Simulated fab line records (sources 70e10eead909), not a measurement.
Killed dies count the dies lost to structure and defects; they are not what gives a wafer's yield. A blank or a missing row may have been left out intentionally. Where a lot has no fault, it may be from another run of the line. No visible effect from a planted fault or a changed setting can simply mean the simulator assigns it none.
Comparing a struck lot with a sound one | flow nand-harc | 41 out of 1159 route steps
Sound: these wafers, L864.2, L864.3, L864.4. Struck: wafers L868.2, L868.3, L868.4. The cause is named last.
Per side, at each step with rows, come the tool, then ch with its chambers, and then its first start. Under that, the readings that differ: sound wafers | struck wafers | difference of the means | sigmas: that difference in standard deviations of wafers without a fault.
alike: same words and numbers on both sides, and readings whose means sit less than 2 such deviations apart. not compared: any withheld reading, any reading some wafer has no value for, any bound like >300 that may hide the same value, and any number with overlapping values for which the record gives no deviation.
A row with sigmas, a row that says differs or no value, or rows on one side alone: a step with any of these is where the two part. Numbers that don't overlap but have no deviation are shown without sigmas and don't part them. Lack of a reading on every wafer of one side parts them only where that side has two or more wafers.

NHARC_A_M1_INSPECT_11:
  sound on defect-inspect-02, day 17 09:10; struck on defect-inspect-02, day 18 09:49
  alike: raw-defect-count
NHARC_A_M1_DESCUM_14: chemistry O2, time 3 s.
  sound on rie-diel-02 ch 0,1,3, day 17 09:14; struck on rie-diel-06 ch 1,2,3, day 18 09:53
  reading                | sound | struck | difference | sigmas
  rf-hours-counter-h (h) | 2 3 3 | 4 4 4  | +1         |
  alike: chamber-pressure-mTorr, drypump-motor-current-A, mfc-ar-sccm, oes-product-au, rf-vpp-V, showerhead-plenum-p-Torr, throttle-valve-pct
then, 2 steps without rows for these wafers: NHARC_A_M1_ETCH_35 (etches the open film in N2/H2, target depth 40 nm, overetch 12 nm, time 43.94 s); NHARC_A_M1_ETCH_15 (etches the open film in C4F8/Ar, target depth 182.5 nm, time 91.2 s).
NHARC_A_M1_CD_MEAS_16:
  sound on cd-sem-03, day 17 09:32; struck on cd-sem-01, day 18 10:11
  alike: cd-nm
then, 7 steps without rows for these wafers: NHARC_A_M1_STRIP_18 (strips in N2/H2); NHARC_A_M1_ETCH_28 (etches the open film in CF4/N2, target depth 30 nm, time 72.99 s); NHARC_A_M1_STRIP_19 (strips in post etch residue remover, time 600 s); NHARC_A_M1_DEGAS_29 (time 60 s); NHARC_A_M1_PRE_CLEAN_30 (time 30 s); NHARC_A_M1_PVD_20 (deposits TaN, target thk 5 nm, time 8.06 s); NHARC_A_M1_PVD_21 (deposits Cu, target thk 30 nm, time 20.49 s).
NHARC_A_M1_ECD_22: material Cu, target thk 400 nm.
  sound on ecd-cu-02 ch 0,1, day 17 10:37; struck on ecd-cu-02 ch 0,1, day 18 11:19
NHARC_A_M1_ANNEAL_31: time 90 s.
  sound on rtp-anneal-02 ch 0, day 17 11:05; struck on rtp-anneal-02 ch 0, day 18 11:44
  alike: anneal-temp-c-max, wafer_temp_C_max
then, 1 step without rows for these wafers: NHARC_A_M1_CMP_23 (polishes, t overpolish 20 s, target thk 154.34 nm).
NHARC_A_M1_THK_MEAS_24: measures by xrf.
  sound on film-metro-02, day 17 11:59; struck on film-metro-02, day 18 12:37
  alike: thk-nm
then, 2 steps without rows for these wafers: NHARC_A_M1_SRD_25; NHARC_A_M1_PRE_CLEAN_32 (time 12 s).
NHARC_A_M1_DEP_33: deposits SiCN, target thk 30 nm.
  sound on pecvd-03 ch 0,1, day 17 12:20; struck on pecvd-03 ch 1,2, day 18 13:01
  alike: chamber-pressure-Torr, heater-power-w
  not compared: since-wet-clean-h
then, 1 step without rows for these wafers: NHARC_A_BONDPAD_DEP_00 (deposits SiCN, target thk 250 nm).
NHARC_A_BONDPAD_CMP_29: polishes SiCN, target thk 200 nm.
  sound on cmp-04 ch 0,2,3, day 17 13:17; struck on cmp-04 ch 1,2,3, day 18 14:11
  alike: motor-current-A
NHARC_A_BONDPAD_THK_MEAS_30: measures by ellipsometry.
  sound on film-metro-02, day 17 13:31; struck on film-metro-01, day 18 14:26
  alike: thk-nm
then, 10 steps without rows for these wafers: NHARC_A_BONDPAD_SRD_31; NHARC_A_BONDPAD_DEHYDRATE_01 (time 120 s); NHARC_A_BONDPAD_HMDS_02 (time 30 s); NHARC_A_BONDPAD_COAT_33 (time 65 s); NHARC_A_BONDPAD_COAT_03 (resist thk 600 nm); NHARC_A_BONDPAD_SOFTBAKE_04 (time 70 s); NHARC_A_BONDPAD_EBR_05; NHARC_A_BONDPAD_EXPOSE_06 (exposes mask A BPAD); NHARC_A_BONDPAD_PEB_07 (peb time 80 s); NHARC_A_BONDPAD_DEVELOP_08 (time 50 s).
NHARC_A_BONDPAD_CD_MEAS_09 targets a cd of 500 nm.
  sound on cd-sem-01 ch 0, day 17 14:05; struck on cd-sem-02 ch 0, day 18 15:00
  alike: cd-nm
NHARC_A_BONDPAD_OVL_MEAS_35:
  sound on overlay-01, day 17 14:10; struck on overlay-02, day 18 15:05
  alike: overlay-x-nm, overlay-y-nm
then, 3 steps without rows for these wafers: NHARC_A_BONDPAD_HARDBAKE_10 (time 65 s); NHARC_A_BONDPAD_DESCUM_11 (chemistry O2, time 3 s); NHARC_A_BONDPAD_ETCH_34 (etches the open film in N2/H2, target depth 60 nm, overetch 18 nm, time 65.91 s).
NHARC_A_BONDPAD_ETCH_12: etches the open film in CHF3/O2, target depth 220 nm, time 110 s.
  sound on rie-diel-04 ch 1,2,3; struck on rie-diel-09 ch 0,1,3
  reading                | sound    | struck | difference | sigmas
  rf-hours-counter-h (h) | 16 15 15 | 6 6 7  | -9         |
  alike: chamber-pressure-mTorr, drypump-motor-current-A, mfc-ar-sccm, oes-product-au, rf-vpp-V, showerhead-plenum-p-Torr, throttle-valve-pct
NHARC_A_BONDPAD_CD_MEAS_13:
  sound on cd-sem-03, day 17 14:37; struck on cd-sem-02, day 18 15:32
  alike: cd-nm
then, 1 step without rows for these wafers: NHARC_A_BONDPAD_STRIP_15 (strips in O2).
NHARC_END_SORT_01:
  the record has rows for the struck wafers here (prober-01 ch 0, day 20 09:13) and none for the sound ones

WHERE THEY PART
Within this record, at NHARC_END_SORT_01 only.

WHY: the cause the simulator had injected
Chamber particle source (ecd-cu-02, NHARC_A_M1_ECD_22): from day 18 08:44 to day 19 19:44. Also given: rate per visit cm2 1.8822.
